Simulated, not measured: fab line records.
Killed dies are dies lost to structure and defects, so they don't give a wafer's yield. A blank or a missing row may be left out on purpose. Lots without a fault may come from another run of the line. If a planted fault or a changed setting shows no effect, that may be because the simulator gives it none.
fab line records	flow n5-finfet
[record] lots = 8	wafers = 24	last-day = 17
route steps=1938 shown BEOL_M2@859 BEOL_M4@1111 PASSIVATION@1936
lots that met no fault: from a run of the same line without faults
start-h: start of the lot's first displayed wafer, in hours after the record's first day	wait-h: hours elapsed since this lot's preceding step	" identical to the entry in the row above	L1.1+2: several wafers, shown together as one row	- no value, or no start given	* or withheld: withheld	< > ~ a bound
route shown NAME@n: a module of which the file shows steps, and the number in the route of the first	usual: average and standard deviation across the fault-free wafers	same: alike in all rows	chamber/n: place in a boat	sites: readings site by site	_std_site: standard deviation of those values	_edge_site: outer sites' mean less inner sites'	radius-mm: for every site, how far away it sits from the centre of the wafer	mask NAME#n: copy n	behind: the tool/chamber that last shaped the wafer	hold: why the lot went on hold/how many hours it stayed there/how the hold came to an end	device: the n, p or np transistor that did not switch	end of line: tests of these same wafers at the route's end	a step without rows: its recipe alone	killed: dies that structure and defects cost at the first sort, which is not the same as the wafer's yield	map: dies across one wafer; x = killed, . = not, _ = none there
set.NAME: the run value of the setting; set.NAME@STEP: its run value at that earlier step	model.NAME: the simulator's own value behind a step, which no gauge read
a sample of lots followed through the steps of the route, with each step as a table and each wafer as a row
services: the hour from which a tool's chamber was out of use, counted from the record's first day as start-h (under 0 if before that day), plus the number of hours and why
[[steps]]
[step N5_BEOL_M2_ETCH_63]
[recipe] chemistry = CF4	target = SiARC	target-depth-a = 156	mask-material = CAR-EUV	time-s = 26	ion-energy-ev = 80	pressure-mtorr = 40	source-w = 545	bias-w = 36	Ar_flow_sccm = 100	cf4-flow-sccm = 100	ends = cleared
[usual] bias-w = 36.01/0.1	cf4-flow-sccm = 100.05/0.28	drypump-motor-current-A = 5.9/0.47	etch-rf-on-time-s = 26.3/0.39	oes-product-au = 0.66/0.07	rf-fwd-power-W = 532.5/2.2	rf-vpp-V = 184.2/1.2	showerhead-plenum-p-Torr = 2.15/0.077	throttle-valve-pct = 15.54/0.25
lot.wafer	tool	chamber	start-h	wait-h	bias-w	cf4-flow-sccm	drypump-motor-current-A	etch-rf-on-time-s	oes-product-au	rf-fwd-power-W	rf-hours-counter-h	rf-vpp-V	showerhead-plenum-p-Torr	throttle-valve-pct
L845.3	rie-diel-01	1	153.79	0.0	36.04	100.38	6.1	26.6	0.61	529.5	188	185.0	2.05	15.55
L845.5	"	1	"	"	35.87	100.17	6.1	26.6	0.61	530.0	-	182.1	2.05	15.54
L845.6	"	0	"	"	36.10	100.19	5.5	26.5	0.59	532.6	-	185.1	2.20	15.52
L849.4	rie-diel-05	2	159.78	0.0	36.05	99.74	6.3	26.8	0.60	532.5	-	183.7	2.14	15.81
L849.5	"	1	"	"	35.91	100.01	6.2	25.9	0.60	536.9	-	183.2	2.11	15.80
L849.6	"	3	"	"	36.03	99.87	5.4	26.6	0.62	531.9	-	184.1	2.13	15.77
L858.2	rie-diel-03	0	214.04	0.0	35.81	99.48	6.3	26.1	0.75	534.2	39	183.7	2.10	15.46
L858.3	"	1	"	"	36.01	100.00	5.7	26.4	0.66	529.8	113	185.6	2.25	15.31
L858.6	"	3	"	"	35.96	99.91	6.3	26.0	0.66	531.3	-	183.3	2.06	15.53
L860.1	rie-diel-03	0	223.53	0.0	35.89	99.87	6.3	25.7	0.75	534.7	43	184.7	2.10	15.49
L860.3	"	1	"	"	35.85	99.97	5.6	26.2	0.67	529.2	117	185.4	2.25	15.34
L860.4	"	2	"	"	36.05	100.40	6.6	26.7	0.59	533.3	223	184.5	2.21	16.00
L863.2	rie-diel-03	2	238.34	0.0	35.92	100.23	6.6	26.6	0.59	534.4	227	186.5	2.21	15.97
L863.3	"	0	"	"	36.03	100.35	6.3	25.9	0.75	536.5	48	183.3	2.09	15.51
L863.6	"	0	"	"	35.74	100.31	6.3	25.6	0.75	533.7	-	185.4	2.09	15.51
L865.1	rie-diel-01	3	253.03	0.0	35.95	99.86	5.1	26.7	0.66	535.0	90	185.4	2.24	15.33
L865.2	"	2	"	"	36.16	100.52	5.4	25.9	0.68	532.0	101	185.9	2.25	15.39
L865.6	"	0	"	"	35.98	100.43	5.5	25.9	0.78	530.5	-	184.0	2.19	15.06
L867.2	rie-diel-03	1	272.57	0.0	36.21	100.08	5.7	26.4	0.65	529.4	134	183.7	2.24	15.36
L867.5	"	1	"	"	36.15	100.16	5.7	26.5	0.64	529.8	-	184.7	2.24	15.38
L867.6	"	0	"	"	35.96	100.55	6.3	26.0	0.73	535.6	-	183.8	2.09	15.52
L868.4	rie-diel-01	3	276.68	0.0	36.04	100.20	5.1	26.6	0.65	537.7	98	185.1	2.24	15.36
L868.5	"	3	"	"	36.27	99.90	5.1	26.4	0.66	536.1	-	184.4	2.24	15.35
L868.6	"	0	"	"	35.90	100.20	5.5	26.1	0.76	531.5	-	183.9	2.18	15.08
[step N5_BEOL_M2_HM_OPEN_17]
[recipe] chemistry = Cl2/BCl3	target-depth-a = 200	overetch-a = 60	target = TiN	mask-material = SOC	ion-energy-ev = 150	pressure-mtorr = 10	icp-w = 1000	bias-w = 126	Cl2_flow_sccm = 53.25	bcl3-flow-sccm = 21.75	Ar_flow_sccm = 25
[usual] bias-w = 126.1/0.4	drypump-motor-current-A = 5.8/0.47	oes-product-au = 0.66/0.06	rf-fwd-power-W = 994/3.9	throttle-valve-pct = 22.03/0.065
lot.wafer	tool	chamber	start-h	wait-h	bias-w	drypump-motor-current-A	oes-product-au	rf-fwd-power-W	rf-hours-counter-h	throttle-valve-pct
L845.3	rie-metal-01	1	154.02	0.1	125.9	5.8	0.64	988	-	21.92
L845.5	"	0	"	"	125.1	6.6	0.71	993	-	22.05
L845.6	"	1	"	"	126.3	5.9	0.64	990	-	21.94
L849.4	rie-metal-01	1	160.00	0.1	125.9	5.8	0.64	995	-	21.93
L849.5	"	1	"	"	125.9	5.8	0.64	996	-	21.93
L849.6	"	0	"	"	125.8	6.6	0.71	995	-	22.06
L858.2	rie-metal-01	0	214.24	0.0	125.1	6.6	0.68	995	26	22.07
L858.3	"	1	"	"	126.4	5.8	0.62	987	-	21.94
L858.6	"	1	"	"	126.1	5.8	0.62	984	-	21.93
L860.1	rie-metal-01	0	223.73	0.0	125.8	6.6	0.69	993	27	22.10
L860.3	"	1	"	"	125.8	5.8	0.62	985	-	21.94
L860.4	"	0	"	"	126.4	6.6	0.68	992	-	22.08
L863.2	rie-metal-03	0	238.54	0.0	126.8	5.2	0.73	995	15	22.04
L863.3	"	0	"	"	125.8	5.2	0.74	997	-	22.02
L863.6	"	0	"	"	125.8	5.3	0.72	999	-	22.04
L865.1	rie-metal-03	0	253.23	0.0	126.1	5.2	0.73	996	16	22.04
L865.2	"	1	"	"	126.1	5.7	0.59	992	81	22.06
L865.6	"	0	"	"	125.7	5.2	0.71	1000	-	22.07
L867.2	rie-metal-02	0	272.77	0.0	125.5	5.9	0.72	991	20	21.88
L867.5	"	1	"	"	125.0	5.5	0.59	992	-	22.21
L867.6	"	0	"	"	126.3	5.9	0.72	993	-	21.91
L868.4	rie-metal-03	0	276.91	0.1	125.9	5.2	0.70	995	-	22.06
L868.5	"	0	"	"	126.2	5.2	0.71	995	-	22.08
L868.6	"	1	"	"	126.2	5.7	0.58	994	-	22.07
[step N5_BEOL_M2_TRENCH_ETCH_37]
[recipe] chemistry = C4F6/O2	target-depth-a = 555.55	target = SiOC	time-s = 29.2	ion-energy-ev = 250	pressure-mtorr = 30	source-w = 355	bias-w = 185	Ar_flow_sccm = 300	C4F6_flow_sccm = 10	O2_flow_sccm = 10
[usual] bias-w = 185.0/0.57	drypump-motor-current-A = 5.8/0.5	oes-product-au = 0.77/0.078	rf-fwd-power-W = 350.6/1.4	rf-vpp-V = 663/5.5	showerhead-plenum-p-Torr = 2.87/0.1	throttle-valve-pct = 20.76/0.23
lot.wafer	tool	chamber	start-h	wait-h	bias-w	drypump-motor-current-A	oes-product-au	rf-fwd-power-W	rf-hours-counter-h	rf-vpp-V	showerhead-plenum-p-Torr	throttle-valve-pct
L845.3	rie-diel-03	1	155.92	-	184.7	5.7	0.80	351.7	94	666	3.00	20.52
L845.5	"	3	"	"	185.8	6.3	0.78	351.2	-	661	2.75	20.73
L845.6	"	0	"	"	184.0	6.3	0.91	351.3	-	652	2.79	20.69
L849.4	rie-diel-03	1	162.40	-	185.3	5.7	0.80	352.2	96	667	3.00	20.52
L849.5	"	1	"	"	185.7	5.7	0.79	352.0	-	665	3.00	20.53
L849.6	"	0	"	"	184.3	6.3	0.91	353.7	-	652	2.79	20.70
L858.2	rie-diel-01	3	219.08	-	184.9	5.1	0.79	351.7	77	668	2.99	20.52
L858.3	"	1	"	"	184.4	6.1	0.70	349.5	211	660	2.72	20.76
L858.6	"	2	"	"	185.2	5.4	0.81	350.0	-	671	3.00	20.64
L860.1	rie-diel-03	2	228.12	-	166.7	6.6	0.67	349.0	224	613	2.93	21.18
L860.3	"	3	"	"	167.0	6.3	0.75	348.9	144	607	2.74	20.78
L860.4	"	1	"	"	166.6	5.6	0.76	350.2	118	615	2.99	20.56
L863.2	rie-diel-03	2	243.67	-	166.6	6.6	0.67	349.8	229	613	2.92	21.19
L863.3	"	3	"	"	166.6	6.3	0.75	350.1	150	608	2.74	20.76
L863.6	"	2	"	"	166.4	6.6	0.68	351.7	-	613	2.92	21.20
L865.1	rie-diel-01	2	268.18	-	184.9	5.3	0.78	349.8	106	671	2.99	20.66
L865.2	"	1	"	"	184.9	6.1	0.69	349.7	226	659	2.71	20.81
L865.6	"	0	"	"	184.6	5.5	0.91	347.9	-	672	2.90	20.25
L867.2	rie-diel-01	0	274.43	-	185.0	5.5	0.89	348.8	29	671	2.90	20.27
L867.5	"	1	"	"	185.0	6.1	0.68	350.7	-	660	2.71	20.79
L867.6	"	2	"	"	185.8	5.3	0.79	349.7	-	671	2.99	20.65
L868.4	rie-diel-05	3	278.97	-	184.7	5.4	0.70	349.8	-	658	2.81	21.03
L868.5	"	2	"	"	185.2	6.3	0.69	350.2	-	656	2.82	21.04
L868.6	"	1	"	"	185.5	6.2	0.91	354.8	-	659	2.78	20.59
[step N5_BEOL_M2_SURFACE_TREAT_85]
[recipe] gas = Ar	time-s = *	ion-energy-ev = *	ion-current-ma-cm2 = 0.5	pressure-mtorr = *	ar-flow-sccm = 30
[usual] throttle-valve-pct = *
lot.wafer	tool	chamber	start-h	wait-h	throttle-valve-pct
L845.3	pvd-sputter-02	-	156.73	0.1	*
L845.5	"	-	"	"	*
L845.6	"	-	"	"	*
L849.4	pvd-sputter-02	-	165.04	0.2	*
L849.5	"	-	"	"	*
L849.6	"	-	"	"	*
L858.2	pvd-sputter-02	-	220.44	0.2	*
L858.3	"	-	"	"	*
L858.6	"	-	"	"	*
L860.1	pvd-sputter-02	-	230.37	1.6	*
L860.3	"	-	"	"	*
L860.4	"	-	"	"	*
L863.2	pvd-sputter-01	-	244.62	0.1	*
L863.3	"	-	"	"	*
L863.6	"	-	"	"	*
L865.1	pvd-sputter-01	-	269.32	0.3	*
L865.2	"	-	"	"	*
L865.6	"	-	"	"	*
L867.2	pvd-sputter-02	-	275.61	0.2	*
L867.5	"	-	"	"	*
L867.6	"	-	"	"	*
L868.4	pvd-sputter-03	-	280.00	0.2	*
L868.5	"	-	"	"	*
L868.6	"	-	"	"	*
[step N5_BEOL_M4_RC_MEAS_101]
[usual] DIBL_N = 36.3/1.4	DIBL_P = 35.7/1.5	IOFF_N = 0.155/0.022	IOFF_P = 0.204/0.027	ION_N = 671/9	ION_P = 459/6.2	SS_N = 71.5/0.54	SS_P = 73.1/0.56	VT_N = 250.2/2.6	VT_P = -251/3.3
lot.wafer	tool	chamber	start-h	wait-h	DIBL_N[mV/V]	DIBL_P[mV/V]	IOFF_N[nA/um]	IOFF_P[nA/um]	ION_N[uA/um]	ION_P[uA/um]	SS_N[mV/dec]	SS_P[mV/dec]	VT_N[mV]	VT_P[mV]
L845.3	prober-01	0	185.35	0.3	35.6	34.2	0.157	0.207	673	457	71.9	72.7	246.0	-248
L845.5	"	0	"	"	34.3	33.4	0.136	0.192	661	461	71.4	72.6	249.0	-249
L845.6	"	0	"	"	35.9	34.4	0.157	0.203	664	457	71.1	72.8	248.9	-250
L849.4	prober-02	0	191.64	0.5	36.2	35.2	0.150	0.229	666	468	71.1	73.1	252.7	-247
L849.5	"	0	"	"	34.4	33.4	0.129	0.214	670	471	70.6	72.0	251.9	-250
L849.6	"	0	"	"	36.4	34.8	0.161	0.235	667	461	70.9	73.4	248.3	-247
L858.2	prober-01	0	247.77	0.2	35.8	33.7	0.151	0.171	668	451	72.0	73.8	252.2	-260
L858.3	"	0	"	"	36.0	34.3	0.158	0.180	682	462	70.8	73.5	250.4	-255
L858.6	"	0	"	"	36.3	33.9	0.159	0.179	673	457	71.1	74.0	250.6	-255
L860.1	prober-02	0	255.69	0.0	38.7	36.4	0.170	0.212	677	462	72.5	73.1	246.9	-247
L860.3	"	0	"	"	38.6	36.9	0.167	0.211	673	457	72.1	74.2	247.0	-252
L860.4	"	0	"	"	37.4	35.5	0.143	0.199	668	456	72.0	73.8	252.2	-251
L863.2	prober-01	0	274.48	0.2	34.1	33.5	0.119	0.174	666	457	71.0	72.7	253.2	-252
L863.3	"	0	"	"	35.0	34.6	0.131	0.185	664	457	71.2	72.9	252.5	-251
L863.6	"	0	"	"	35.4	34.6	0.138	0.192	677	462	71.6	73.0	250.7	-251
L865.1	prober-01	0	293.64	0.0	36.0	35.2	0.143	0.185	674	459	71.3	72.9	252.5	-254
L865.2	"	0	"	"	34.7	33.2	0.120	0.159	655	450	72.0	72.7	253.5	-254
L865.6	"	0	"	"	37.8	37.7	0.188	0.224	682	464	71.5	73.9	245.5	-251
L867.2	prober-01	0	302.79	0.2	33.6	33.7	0.105	0.161	653	456	71.3	72.2	254.8	-251
L867.5	"	0	"	"	36.1	36.6	0.139	0.207	663	461	71.6	73.2	251.6	-251
L867.6	"	0	"	"	33.8	33.5	0.106	0.159	644	452	70.9	72.9	255.0	-254
L868.4	prober-01	0	307.64	0.5	35.3	34.7	0.137	0.179	669	460	71.7	72.8	250.5	-255
L868.5	"	0	"	"	37.3	35.9	0.166	0.192	671	452	71.9	72.1	249.3	-252
L868.6	"	0	"	"	35.1	34.5	0.135	0.178	668	457	71.5	72.3	253.9	-253
[step N5_PASSIVATION_PROBE_49]
[usual] defect-limited-yield = 91.0/1.5	killed_at_M0_to_M3 = 36/12	killed_at_M4_up = 14/5.5	killed-at-contacts = 11/4.8	killed-at-front-end = 42/12	killed-at-other = 3.7/2.7	killed-dies = 106/18	killed-on-rim = 13/4.5	killed-open = 70/13	killed-short = 35/8.2	sort_bin_5_function = 5.3/1	sort_bin_6_memory = 3.3/0.69	sort-n-pass = 1074/18	sort-yield-pct = 91.0/1.5
[same] gross-dies = 1180	killed-at-back-side = 0	sort_bin_4_leakage[%] = 0	sort_bin_8_speed[%] = 0
lot.wafer	tool	chamber	start-h	wait-h	defect-limited-yield[%]	killed_at_M0_to_M3	killed_at_M4_up	killed-at-contacts	killed-at-front-end	killed-at-other	killed-dies	killed-on-rim	killed-open	killed-short	sort_bin_5_function[%]	sort_bin_6_memory[%]	sort-n-pass	sort-yield-pct[%]
L845.3	prober-02	-	291.54	0.1	91.9	21	24	13	36	2	96	10	59	33	4.8	3.0	1084	91.9
L845.5	prober-02	-	291.64	0.2	90.4	38	13	13	49	0	113	16	74	38	5.5	3.6	1067	90.4
L845.6	prober-02	-	291.69	0.3	92.7	23	20	11	30	2	86	9	61	24	4.3	2.7	1094	92.7
L849.4	prober-01	-	299.74	0.2	90.9	31	15	13	41	7	107	17	63	40	5.6	2.8	1073	90.9
L849.5	prober-01	-	299.79	0.2	92.0	30	12	12	31	9	94	4	54	39	4.9	2.9	1086	92.0
L849.6	prober-01	-	299.84	0.3	92.9	17	15	6	46	0	84	14	51	27	4.0	2.7	1096	92.9
L858.2	prober-01	-	355.95	0.1	91.0	27	7	13	57	2	106	8	73	30	5.5	3.1	1074	91.0
L858.3	prober-01	-	356.00	0.1	90.9	43	9	10	40	5	107	3	72	34	5.6	3.0	1073	90.9
L858.6	prober-01	-	356.15	0.3	91.4	34	4	10	51	3	102	16	70	32	4.7	3.6	1078	91.4
L860.1	prober-01	-	363.64	0.0	90.3	39	24	7	44	1	115	11	62	47	6.2	3.1	1065	90.3
L860.3	prober-01	-	363.74	0.1	91.2	36	20	5	39	4	104	14	66	34	4.5	3.9	1076	91.2
L860.4	prober-01	-	363.79	0.2	92.7	15	22	4	44	1	86	10	55	27	4.2	2.9	1094	92.7
L863.2	prober-01	-	379.83	0.1	90.7	31	15	11	53	0	110	14	72	37	5.4	3.4	1070	90.7
L863.3	prober-01	-	379.88	0.1	89.7	41	15	3	54	8	121	14	71	50	5.7	4.2	1059	89.7
L863.6	prober-01	-	380.03	0.3	90.2	36	13	12	54	1	116	15	72	43	6.4	3.3	1064	90.2
L865.1	prober-01	-	401.25	0.0	91.7	48	13	3	31	3	98	13	63	35	5.8	2.4	1082	91.7
L865.2	prober-01	-	401.30	0.1	90.8	31	8	7	61	1	108	15	64	42	4.8	4.1	1072	90.8
L865.6	prober-01	-	401.50	0.3	87.5	56	17	8	63	4	148	21	103	44	7.9	4.2	1032	87.5
L867.2	prober-01	-	406.11	0.1	91.6	22	17	11	44	5	99	15	65	34	4.8	3.3	1081	91.6
L867.5	prober-01	-	406.26	0.2	92.8	26	11	8	36	4	85	6	53	28	4.1	2.8	1095	92.8
L867.6	prober-01	-	406.31	0.3	91.5	31	26	8	28	7	100	7	69	30	5.3	3.1	1080	91.5
L868.4	prober-01	-	413.60	0.2	92.9	26	20	16	18	4	84	14	54	29	4.5	2.5	1096	92.9
L868.5	prober-01	-	413.65	0.2	93.3	26	6	8	26	13	79	10	55	23	3.8	2.8	1101	93.3
L868.6	prober-01	-	413.70	0.3	93.2	28	8	10	31	3	80	9	51	25	3.4	3.2	1100	93.2
// killed by level:class
L845.3 BEOL_M4:geometric-particle:open=12 MOL_CONTACT_COAG:geometric-particle:open=11 FIN_SAQP:geometric-particle:short=10 BEOL_M0_SAQP:geometric-particle:open=7 FIN_SAQP:geometric-particle:open=6 BEOL_M0_SAQP:geometric-particle:short=6 DUMMY_GATE:geometric-particle:open=5 STI_FIN_REVEAL:geometric-particle:open=3
L845.5 FIN_SAQP:geometric-particle:open=15 BEOL_M1:geometric-particle:open=12 FIN_SAQP:geometric-particle:short=11 MOL_CONTACT_COAG:geometric-particle:open=11 BEOL_M0_SAQP:geometric-particle:short=10 BEOL_M0_SAQP:geometric-particle:open=6 BEOL_M2:geometric-particle:open=5 BEOL_M4:geometric-particle:open=5
L845.6 BEOL_M4:geometric-particle:open=12 MOL_CONTACT_COAG:geometric-particle:open=10 BEOL_M1:geometric-particle:open=7 BEOL_M0_SAQP:geometric-particle:open=6 STI_FIN_REVEAL:geometric-particle:open=5 BEOL_M0_SAQP:geometric-particle:short=5 FIN_SAQP:geometric-particle:open=4 DUMMY_GATE:geometric-particle:open=4
L849.4 FIN_SAQP:geometric-particle:open=14 MOL_CONTACT_COAG:geometric-particle:open=10 FIN_SAQP:geometric-particle:short=8 BEOL_M3:geometric-particle:open=7 BEOL_M1:geometric-particle:open=6 BEOL_M0_SAQP:geometric-particle:short=5 GATE_CUT:geometric-particle:short=5 PASS1_CAP:geometric-particle:open=4
L849.5 BEOL_M1:geometric-particle:open=9 FIN_SAQP:geometric-particle:open=6 DUMMY_GATE:geometric-particle:open=6 MOL_CONTACT_COAG:geometric-particle:short=6 MOL_CONTACT_COAG:geometric-particle:open=6 FIN_SAQP:geometric-particle:short=5 BEOL_M1:geometric-particle:short=5 BEOL_M0_SAQP:geometric-particle:short=4
L849.6 FIN_SAQP:geometric-particle:open=10 FIN_SAQP:geometric-particle:short=7 STI_FIN_REVEAL:geometric-particle:open=6 BEOL_M3:geometric-particle:open=6 MOL_CONTACT_COAG:geometric-particle:open=5 ILD0:geometric-particle:open=4 GATE_CUT:geometric-particle:short=4 BEOL_M7:geometric-particle:open=4
L858.2 DUMMY_GATE:geometric-particle:open=18 MOL_CONTACT_COAG:geometric-particle:open=10 STI_FIN_REVEAL:geometric-particle:open=9 FIN_SAQP:geometric-particle:open=7 STARTING-WAFER:geometric-particle:short=7 BEOL_M2:geometric-particle:open=6 BEOL_M0_SAQP:geometric-particle:short=5 BEOL_M0_SAQP:geometric-particle:open=5
L858.3 STI_FIN_REVEAL:geometric-particle:open=12 BEOL_M2:geometric-particle:open=9 BEOL_M0_SAQP:geometric-particle:open=8 FIN_SAQP:geometric-particle:open=6 MOL_CONTACT_COAG:geometric-particle:open=6 BEOL_M0_SAQP:geometric-particle:short=6 BEOL_M1:geometric-particle:open=6 DUMMY_GATE:geometric-particle:open=4
L858.6 STI_FIN_REVEAL:geometric-particle:open=16 BEOL_M0_SAQP:geometric-particle:short=13 MOL_CONTACT_COAG:geometric-particle:open=10 FIN_SAQP:geometric-particle:open=9 DUMMY_GATE:geometric-particle:open=7 BEOL_M0_SAQP:geometric-particle:open=6 BEOL_M1:geometric-particle:open=5 GATE_CUT:geometric-particle:short=4
L860.1 FIN_SAQP:geometric-particle:short=16 BEOL_M0_SAQP:geometric-particle:short=11 BEOL_M4:geometric-particle:open=10 BEOL_M2:geometric-particle:open=8 GATE_CUT:geometric-particle:short=7 BEOL_M0_SAQP:geometric-particle:open=7 MOL_CONTACT_COAG:geometric-particle:open=6 FIN_SAQP:geometric-particle:open=4
L860.3 BEOL_M0_SAQP:geometric-particle:short=11 FIN_SAQP:geometric-particle:short=9 BEOL_M2:geometric-particle:open=9 BEOL_M4:geometric-particle:open=8 FIN_SAQP:geometric-particle:open=6 BEOL_M5:geometric-particle:open=5 FIN_CUT:geometric-particle:open=4 GATE_CUT:geometric-particle:open=4
L860.4 BEOL_M4:geometric-particle:open=10 FIN_SAQP:geometric-particle:open=7 GATE_CUT:geometric-particle:short=6 GATE_CUT:geometric-particle:open=6 FIN_SAQP:geometric-particle:short=5 DUMMY_GATE:geometric-particle:open=5 MOL_CONTACT_COAG:geometric-particle:open=4 BEOL_M0_SAQP:geometric-particle:open=4
L863.2 STI_FIN_REVEAL:geometric-particle:open=11 FIN_SAQP:geometric-particle:open=10 MOL_CONTACT_COAG:geometric-particle:open=9 BEOL_M0_SAQP:geometric-particle:short=9 FIN_SAQP:geometric-particle:short=8 BEOL_M1:geometric-particle:open=7 STI_FIN_REVEAL:geometric-particle:short=6 BEOL_M4:geometric-particle:open=6
L863.3 STI_FIN_REVEAL:geometric-particle:open=15 BEOL_M0_SAQP:geometric-particle:short=9 FIN_SAQP:geometric-particle:open=8 FIN_SAQP:geometric-particle:short=8 BEOL_M2:geometric-particle:short=8 DUMMY_GATE:geometric-particle:open=7 BEOL_M0_SAQP:geometric-particle:open=7 GATE_CUT:geometric-particle:short=6
L863.6 FIN_SAQP:geometric-particle:short=12 FIN_SAQP:geometric-particle:open=11 GATE_CUT:geometric-particle:short=10 MOL_CONTACT_COAG:geometric-particle:open=10 STI_FIN_REVEAL:geometric-particle:open=8 BEOL_M0_SAQP:geometric-particle:short=7 BEOL_M3:geometric-particle:open=7 BEOL_M0_SAQP:geometric-particle:open=6
L865.1 BEOL_M0_SAQP:geometric-particle:short=14 FIN_SAQP:geometric-particle:open=10 STI_FIN_REVEAL:geometric-particle:open=7 BEOL_M1:geometric-particle:open=7 BEOL_M4:geometric-particle:open=6 BEOL_M3:geometric-particle:open=6 FIN_SAQP:geometric-particle:short=5 BEOL_M0_SAQP:geometric-particle:open=5
L865.2 FIN_SAQP:geometric-particle:open=16 FIN_SAQP:geometric-particle:short=14 STI_FIN_REVEAL:geometric-particle:open=11 BEOL_M0_SAQP:geometric-particle:short=9 BEOL_M0_SAQP:geometric-particle:open=6 BEOL_M4:geometric-particle:open=5 BEOL_M0:geometric-particle:open=4 MOL_CONTACT_COAG:geometric-particle:open=4
L865.6 FIN_SAQP:geometric-particle:open=18 STI_FIN_REVEAL:geometric-particle:open=14 BEOL_M2:geometric-particle:open=14 BEOL_M0_SAQP:geometric-particle:open=10 BEOL_M4:geometric-particle:open=10 FIN_SAQP:geometric-particle:short=8 BEOL_M0_SAQP:geometric-particle:short=7 DUMMY_GATE:geometric-particle:open=6
L867.2 FIN_SAQP:geometric-particle:open=12 BEOL_M4:geometric-particle:open=10 MOL_CONTACT_COAG:geometric-particle:open=9 GATE_CUT:geometric-particle:short=8 FIN_SAQP:geometric-particle:short=7 DUMMY_GATE:geometric-particle:open=5 BEOL_M0_SAQP:geometric-particle:open=5 BEOL_M3:geometric-particle:open=5
L867.5 BEOL_M3:geometric-particle:open=7 FIN_SAQP:geometric-particle:short=6 BEOL_M1:geometric-particle:open=6 FIN_SAQP:geometric-particle:open=5 DUMMY_GATE:geometric-particle:open=5 MOL_CONTACT_COAG:geometric-particle:open=5 BEOL_M1:geometric-particle:short=4 BEOL_M2:geometric-particle:open=4
L867.6 BEOL_M4:geometric-particle:open=13 BEOL_M5:geometric-particle:open=9 DUMMY_GATE:geometric-particle:open=7 MOL_CONTACT_COAG:geometric-particle:open=7 BEOL_M1:geometric-particle:open=7 BEOL_M2:geometric-particle:open=7 BEOL_M3:geometric-particle:open=5 BEOL_M3:geometric-particle:short=5
L868.4 MOL_CONTACT_COAG:geometric-particle:open=11 BEOL_M4:geometric-particle:short=10 BEOL_M0_SAQP:geometric-particle:open=6 BEOL_M2:geometric-particle:open=6 BEOL_M3:geometric-particle:open=6 MOL_CONTACT_COAG:geometric-particle:short=5 DUMMY_GATE:geometric-particle:open=4 FIN_SAQP:geometric-particle:open=3
L868.5 BEOL_M3:geometric-particle:open=10 FIN_SAQP:geometric-particle:open=6 MOL_CONTACT_COAG:geometric-particle:open=6 BEOL_M0:geometric-particle:open=6 ILD0:geometric-particle:open=4 STARTING-WAFER:geometric-particle:short=4 DUMMY_GATE:geometric-particle:open=3 BEOL_M0_SAQP:geometric-particle:open=3
L868.6 BEOL_M3:geometric-particle:open=11 MOL_CONTACT_COAG:geometric-particle:open=9 GATE_CUT:geometric-particle:short=7 BEOL_M0_SAQP:geometric-particle:open=7 STI_FIN_REVEAL:geometric-particle:open=6 ILD0:geometric-particle:short=4 BEOL_M4:geometric-particle:short=4 BEOL_M0:geometric-particle:open=3
[[services]]
tool	chamber	start-h	hours	kind
rie-diel-03	2	134.14	4.8	repair
rie-diel-01	0	162.56	-	clean
rie-diel-01	0	162.56	-	consumable-replace:esc
rie-diel-01	0	162.56	-	consumable-replace:focus-ring
rie-diel-01	0	162.56	21.0	scheduled-down
rie-diel-01	0	162.56	21.0	vent-cycle
rie-metal-01	-	178.94	1.6	repair
rie-diel-05	1	202.25	-	clean
rie-diel-05	1	202.25	-	consumable-replace:focus-ring
rie-diel-05	1	202.25	14.5	scheduled-down
rie-diel-05	1	202.25	14.5	vent-cycle
rie-metal-03	-	205.01	2.8	pm
rie-diel-01	0	225.59	5.0	repair
rie-metal-01	-	241.19	1.0	repair
rie-diel-01	1	246.01	6.7	repair
rie-metal-03	-	259.33	0.2	repair
rie-diel-05	0	261.01	-	clean
rie-diel-05	0	261.01	-	consumable-replace:focus-ring
rie-diel-05	0	261.01	24.8	scheduled-down
rie-diel-05	0	261.01	24.8	vent-cycle
[[key]]
[first-sign] step = N5_BEOL_M2_TRENCH_ETCH_37	reading = bias-w	direction = down	sigmas = 32	usual = *	struck = *
[effect] step = N5_BEOL_M2_TRENCH_ETCH_37	reading = rf-vpp-V	direction = down	sigmas = 9.2	usual = 663	struck = 611
met-at N5_BEOL_M2_TRENCH_ETCH_37
struck-lots L860,L863
not-acting-at N5_BEOL_M2_ETCH_63,N5_BEOL_M2_HM_OPEN_17,N5_BEOL_M2_SURFACE_TREAT_85
onset-between 162.40 228.12
[fault] kind = process-parameter-drift	tool = rie-diel-03	chamber = -	onset-h = 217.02	steps = N5_BEOL_M2_TRENCH_ETCH_37	channel = bias-w	offset = *	shape = step	end-h = 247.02	acts-in = *	stated = *
